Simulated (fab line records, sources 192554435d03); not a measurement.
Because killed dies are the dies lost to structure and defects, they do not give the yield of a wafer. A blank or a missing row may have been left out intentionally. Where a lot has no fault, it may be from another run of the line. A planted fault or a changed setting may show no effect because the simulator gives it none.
Which tool did it?    flow n5Finfet    9 lots, 26 wafers sampled, at 5 steps of a route of 1938

WHAT EACH GAUGE READ, for each wafer
N5_BEOL_M3_OVL_MEAS_12. Usual: for M3_OVL the level is 0.1 nm and the standard deviation is 0.79.
lot   measured      on          M3_OVL (nm)     flag
L380  day 7 02:41   overlay-01  0.1 1.3 0.8     
L385  day 8 15:28   overlay-01  1.5 0.9         
L386  day 8 21:43   overlay-01  -0.8 -1.1 -0.1  
L387  day 9 16:10   overlay-01  0.9 -0.1 -0.3   
L394  day 10 23:59  overlay-01  -1.2 0.7 -0.1   
L395  day 11 05:43  overlay-01  -0.7 -0.5 0.7   
L397  day 12 02:28  overlay-01  1.8 0.8 0.0     
L400  day 12 20:19  overlay-01  0.8 0.1 0.0     
L401  day 13 02:29  overlay-01  -0.7 0.9 0.3    

N5_BEOL_M3_INSPECT_30: inspects for defects (brightfield). Usual: rawDefectCount 432, standard deviation 110.
lot   measured      on                rawDefectCount  flag
L380  day 7 05:19   defectInspect-02  481 539 544     
L385  day 8 16:31   defectInspect-02  361 660         
L386  day 8 22:52   defectInspect-01  344 374 361     
L387  day 9 17:22   defectInspect-02  295 388 295     
L394  day 11 01:02  defectInspect-01  412 332 588     
L395  day 11 06:46  defectInspect-01  533 504 358     
L397  day 12 03:25  defectInspect-01  306 388 373     
L400  day 12 21:19  defectInspect-02  386 418 351     
L401  day 13 03:32  defectInspect-01  468 449 481     

N5_BEOL_M4_RC_MEAS_101. Usual: DIBL_N 35.9 mV/V, standard deviation 1.8; DIBL_P 36.2 mV/V, standard deviation 2; IOFF_N 0.16 nA/um, standard deviation 0.031; IOFF_P 0.22 nA/um, standard deviation 0.041; ION_N 676 uA/um, standard deviation 11; ION_P 465 uA/um, standard deviation 8.5; SS_N 71.4 mV/dec, standard deviation 0.64; SS_P 73.2 mV/dec, standard deviation 0.7; VT_N 250 mV, standard deviation 3.5; VT_P -250 mV, standard deviation 3.9.
lot   measured      on         DIBL_N (mV/V)   DIBL_P (mV/V)   IOFF_N (nA/um)  IOFF_P (nA/um)  ION_N (uA/um)  ION_P (uA/um)  SS_N (mV/dec)   SS_P (mV/dec)   VT_N (mV)    VT_P (mV)       flag
L380  day 8 04:22   prober-02  35.3 34.0 35.9  37.7 35.3 37.8  0.15 0.13 0.16  0.21 0.18 0.22  681 657 688    472 456 467    70.8 70.9 70.8  73.5 73.1 73.5  250 253 251  -250 -252 -249  
L385  day 9 11:20   prober-02  37.4 38.2       37.0 39.8       0.16 0.19       0.19 0.24       670 684        455 464        71.0 71.9       73.2 73.7       250 248      -253 -250       
L386  day 9 22:11   prober-01  34.1 36.5 36.3  32.5 35.7 35.0  0.12 0.17 0.16  0.19 0.24 0.22  672 682 675    468 464 459    71.3 71.4 71.6  72.5 73.8 72.7  253 247 249  -250 -247 -247  
L387  day 10 15:37  prober-01  34.9 35.7 34.9  37.0 37.8 37.7  0.15 0.17 0.15  0.21 0.23 0.23  687 681 675    466 467 468    71.2 72.0 71.4  73.0 73.2 73.7  249 251 249  -249 -249 -249  
L394  day 11 20:20  prober-01  35.2 34.8 35.6  35.3 35.6 35.4  0.14 0.13 0.14  0.17 0.16 0.17  675 676 678    460 458 455    70.3 71.0 71.6  72.5 72.3 72.6  250 254 252  -253 -256 -256  
L395  day 12 02:34  prober-01  37.0 35.4 36.2  35.9 35.0 35.4  0.19 0.14 0.16  0.23 0.20 0.21  682 678 671    465 468 462    72.1 72.1 72.0  72.8 72.6 73.4  244 251 250  -248 -251 -251  
L397  day 12 20:40  prober-02  36.1 42.1 37.3  35.7 43.3 37.6  0.13 0.29 0.16  0.20 0.37 0.25  661 712 677    461 481 469    70.1 71.9 70.5  73.6 74.9 74.3  252 239 250  -250 -239 -246  
L400  day 13 15:16  prober-01  36.2 34.7 34.8  34.7 33.7 33.1  0.17 0.14 0.15  0.22 0.20 0.19  680 669 662    459 466 458    71.8 71.2 71.2  73.0 72.9 71.8  247 249 250  -251 -251 -250  
L401  day 13 20:48  prober-02  35.1 37.9 37.0  35.2 37.1 36.8  0.14 0.18 0.16  0.21 0.24 0.24  684 691 678    470 473 470    71.1 71.3 71.6  72.6 74.2 73.5  247 248 248  -248 -248 -248  

WHICH TOOL RAN EACH LOT (tool, then ch and the chambers of the sampled wafers, then the start)
lot   N5_BEOL_M3_ETCH_77                 N5_BEOL_M3_ETCH_70
L380  rieDiel-04 ch 0,1,3, day 7 07:12   rieDiel-06 ch 1,2,3, day 7 15:49
L385  rieDiel-04 ch 0,1, day 8 16:35     rieDiel-04 ch 1,2, day 8 18:28
L386  rieDiel-04 ch 1,2,3, day 8 22:56   rieDiel-06 ch 0,2, day 8 23:44
L387  rieDiel-04 ch 0,2,3, day 9 17:26   rieDiel-06 ch 0,2,3, day 9 19:53
L394  rieDiel-06 ch 1,2, day 11 01:14    rieDiel-01 ch 0,1,2, day 11 01:35
L395  rieDiel-06 ch 1,2, day 11 06:50    rieDiel-01 ch 0,1, day 11 07:44
L397  rieDiel-06 ch 0,1, day 12 03:32    rieDiel-06 ch 0,1,3, day 12 05:02
L400  rieDiel-04 ch 0,2,3, day 12 21:23  rieDiel-06 ch 0,1,2, day 12 22:17
L401  rieDiel-01 ch 0,1,2, day 13 03:37  rieDiel-06 ch 0,2,3, day 13 05:49
- N5_BEOL_M3_ETCH_77: etches underlayer in N2/H2, target depth 6.5 nm, time 5.2 s.
- N5_BEOL_M3_ETCH_70: etches SOC in N2/H2, target depth 80 nm, overetch 16 nm, time 120 s.

WHAT THE TOOLS THEMSELVES READ (means of the sampled wafers that have a number; where no wafer has one, the mark that the record gives instead)
N5_BEOL_M3_ETCH_77. Usual: drypumpMotorCurrentA 5.6 A, standard deviation 0.46; etchRfOnTimeS 5.19 s, standard deviation 0.12; n2FlowSccm 199.9 sccm, standard deviation 0.58; oesProductAu 0.66 a.u., standard deviation 0.07; rfFwdPowerW 819.6 W, standard deviation 2.6; rfVppV 524 V, standard deviation 3.2; showerheadPlenumPTorr 2.56 Torr, standard deviation 0.1; throttleValvePct 17.91 %, standard deviation 0.26.
lot   tool        drypumpMotorCurrentA (A)  etchRfOnTimeS (s)  n2FlowSccm (sccm)  oesProductAu (a.u.)  rfFwdPowerW (W)  rfVppV (V)  showerheadPlenumPTorr (Torr)  throttleValvePct (%)  flag
L380  rieDiel-04  5.6                       5.20               199.5              0.62                 823.0            526         2.62                          18.05                 
L385  rieDiel-04  5.4                       3.63               200.1              0.77                 820.0            527         2.62                          18.21                 OFF
L386  rieDiel-04  5.8                       4.71               199.9              0.68                 819.5            526         2.60                          17.99                 OFF
L387  rieDiel-04  5.7                       4.21               200.0              0.74                 821.5            524         2.60                          17.81                 OFF
L394  rieDiel-06  5.3                       5.11               199.7              0.69                 821.4            523         2.47                          17.82                 
L395  rieDiel-06  5.0                       5.05               199.8              0.73                 819.2            524         2.59                          17.76                 
L397  rieDiel-06  5.5                       5.16               200.0              0.63                 821.1            520         2.44                          17.97                 
L400  rieDiel-04  5.7                       5.23               200.0              0.70                 820.2            525         2.59                          17.63                 
L401  rieDiel-01  5.9                       5.30               199.1              0.61                 818.5            524         2.52                          18.08                 

N5_BEOL_M3_ETCH_70. Usual: drypumpMotorCurrentA 5.7 A, standard deviation 0.5; n2FlowSccm 200.0 sccm, standard deviation 0.65; oesProductAu 0.59 a.u., standard deviation 0.057; rfFwdPowerW 835.7 W, standard deviation 2.8; rfVppV 524 V, standard deviation 3; showerheadPlenumPTorr 2.55 Torr, standard deviation 0.11; throttleValvePct 17.87 %, standard deviation 0.23.
lot   tool        drypumpMotorCurrentA (A)  n2FlowSccm (sccm)  oesProductAu (a.u.)  rfFwdPowerW (W)  rfVppV (V)  showerheadPlenumPTorr (Torr)  throttleValvePct (%)  flag
L380  rieDiel-06  5.5                       200.3              0.62                 835.5            523         2.53                          17.78                 
L385  rieDiel-04  5.7                       199.9              0.59                 835.2            526         2.59                          17.98                 
L386  rieDiel-06  5.3                       199.9              0.61                 833.7            527         2.65                          17.88                 
L387  rieDiel-06  5.5                       200.0              0.60                 834.5            526         2.61                          17.87                 
L394  rieDiel-01  5.9                       200.2              0.57                 835.8            524         2.52                          18.00                 
L395  rieDiel-01  6.3                       200.1              0.55                 834.4            522         2.45                          18.11                 
L397  rieDiel-06  5.8                       200.0              0.62                 834.6            522         2.49                          17.81                 
L400  rieDiel-06  5.3                       200.0              0.59                 832.5            524         2.56                          17.87                 
L401  rieDiel-06  5.5                       199.3              0.63                 836.2            525         2.60                          17.75                 

THE ANSWER, worked out from the rows above alone
Rule: lot off if the mean of its wafers having a number is beyond 3 standard deviations from the usual mean. A lot without any number at a reading at which 4 lots or more have one is off too. The other lots that the step has rows for count as sound. Order of review: gauges by route order, followed by the tools' own readings, for which a lot's mean as printed above is used. At the first step where some lot is off, the reading lying furthest off is the one used; lots without a number count as furthest.
Off: L385, L386, L387, at N5_BEOL_M3_ETCH_77 (etchRfOnTimeS).
If a tool, at that step or one of the process steps before it, ran each lot that is off and ran no sound lot following the first of them, it fits. Of those tried, none fits.

WHAT THE SIMULATOR HAD PUT IN
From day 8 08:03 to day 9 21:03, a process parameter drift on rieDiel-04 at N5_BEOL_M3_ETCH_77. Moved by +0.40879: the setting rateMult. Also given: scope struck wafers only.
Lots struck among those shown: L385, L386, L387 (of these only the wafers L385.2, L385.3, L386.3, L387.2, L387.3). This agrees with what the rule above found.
